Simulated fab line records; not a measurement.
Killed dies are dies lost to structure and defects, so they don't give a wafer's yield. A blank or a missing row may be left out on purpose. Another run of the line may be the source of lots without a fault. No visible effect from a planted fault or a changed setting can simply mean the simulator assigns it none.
Matching of chambers ; flow nandHarc ; NHARC_A_STAIRCASE_DEP_322 on pecvd-02 has 3 sister chambers
The step deposits SiO2, target thk 3800 nm. 3 wafers are shown with their chamber, then 8 later ones without.

## EACH WAFER AND ITS CHAMBER
wafer;chamber;heaterPowerW (W)
L090.2;1;806
L090.4;0;657
L092.1;2;563

## WAFERS WITHOUT THEIR CHAMBER
wafer;heaterPowerW (W)
L092.3;802
L092.5;687
L093.1;588
L093.3;806
L093.4;668
L097.2;762
L097.4;662
L097.6;676

## WHICH CHAMBER EACH ONE RAN IN
wafer;from the rows above;in truth
L092.3;1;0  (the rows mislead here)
L092.5;0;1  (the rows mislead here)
L093.1;can't be placed: 2 or 0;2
L093.3;1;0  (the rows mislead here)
L093.4;0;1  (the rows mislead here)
L097.2;1;1
L097.4;0;0
L097.6;0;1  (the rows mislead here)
Correct placement for 2 of the 8. Can't be placed from these rows: 1 (the true chamber is among the candidates in 1). Number placed wrongly: 5.
How it was worked out, from the rows above alone: a wafer's distance from a chamber is the root of the sum, over the readings, of the square of ((its reading less the chamber's mean) divided by the reading's scatter). If the next closest chamber is less than 2 further off than the closest, the wafer can't be placed; otherwise it belongs to the closest. Each chamber's mean is taken over the wafers shown for it. The scatter: root of mean squared gap, hidden wafer to nearest shown wafer, with one shown wafer a chamber.
